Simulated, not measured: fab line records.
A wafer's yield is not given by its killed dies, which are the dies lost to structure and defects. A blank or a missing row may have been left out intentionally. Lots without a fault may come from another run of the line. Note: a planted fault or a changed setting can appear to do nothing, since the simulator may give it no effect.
Which of the tools did it?	flow n5Finfet	36 wafers from 12 lots sampled at 3 of the route's 1938 steps

WHAT EACH GAUGE READ, for each wafer
N5_BEOL_M1_THK_MEAS_01.
lot	measured	on	M1_ILD_THK (nm)
L075	day 6 10:59	filmMetro-02	77.3 78.9 79.2
L077	day 6 20:22	filmMetro-02	77.6 77.4 79.0
L079	day 7 03:51	filmMetro-02	77.8 79.3 77.9
L081	day 7 15:12	filmMetro-02	77.1 78.1 78.0
L083	day 8 01:58	filmMetro-02	80.0 78.8 79.7
L085	day 8 18:49	filmMetro-02	78.2 78.9 79.4
L087	day 9 08:01	filmMetro-02	78.0 78.3 79.2
L090	day 10 01:01	filmMetro-01	78.1 79.8 80.5
L091	day 10 09:07	filmMetro-01	78.4 78.5 79.4
L093	day 10 14:07	filmMetro-02	78.8 79.9 79.2
L095	day 11 07:43	filmMetro-02	78.9 79.4 78.7
L097	day 11 17:08	filmMetro-02	77.9 77.8 79.7

EACH LOT AND THE TOOL THAT RAN IT (in order: tool; ch and the chambers of the sampled wafers; start)
lot	N5_BEOL_M0_SPUTTER_134	N5_BEOL_M1_ILD_DEP_00
L075	pvdSputter-02, day 6 09:37	pecvd-03 ch 1,2, day 6 10:55
L077	pvdSputter-03, day 6 18:47	pecvd-02 ch 0,1,2, day 6 20:18
L079	pvdSputter-01, day 7 02:09	pecvd-03 ch 0,2, day 7 03:47
L081	pvdSputter-02, day 7 13:46	pecvd-03 ch 0,1,2, day 7 15:08
L083	pvdSputter-01, day 8 00:14	pecvd-02 ch 0,1,2, day 8 01:55
L085	pvdSputter-02, day 8 17:31	pecvd-01 ch 0,2, day 8 18:46
L087	pvdSputter-03, day 9 06:35	pecvd-02 ch 0,2, day 9 07:56
L090	pvdSputter-01, day 9 23:43	pecvd-03 ch 1,2, day 10 00:56
L091	pvdSputter-02, day 10 07:49	pecvd-03 ch 0,1, day 10 09:03
L093	pvdSputter-03, day 10 12:49	pecvd-02 ch 1,2, day 10 14:03
L095	pvdSputter-02, day 11 06:25	pecvd-02 ch 0,1,2, day 11 07:40
L097	pvdSputter-01, day 11 15:47	pecvd-03 ch 0,2, day 11 17:04
- N5_BEOL_M0_SPUTTER_134: material Cu, target thk 4 nm, time 7.37 s.
- N5_BEOL_M1_ILD_DEP_00: deposits SiOC from DEMS/O2, target thk 79 nm, time 15.3 s.

THE ANSWER, worked out from the rows above alone
Rule: what is usual is taken from the lots themselves. The widest of any qualifying gaps counts: lots, ordered by their means at a reading, are off when they make up no more than a third of the lots, leave a main group of 4 or more, and stand apart from it by 3 or more times the standard deviation of that group's means. Not used: any main group whose means are identical at the precision the tables above print for the reading. A lot without any number at a reading at which 4 lots or more have one is off too. Where the step has rows for the other lots, those lots are counted as sound.
No lot is off on any of the readings shown, so nothing can be concluded from this.

WHAT WAS PUT IN BY THE SIMULATOR
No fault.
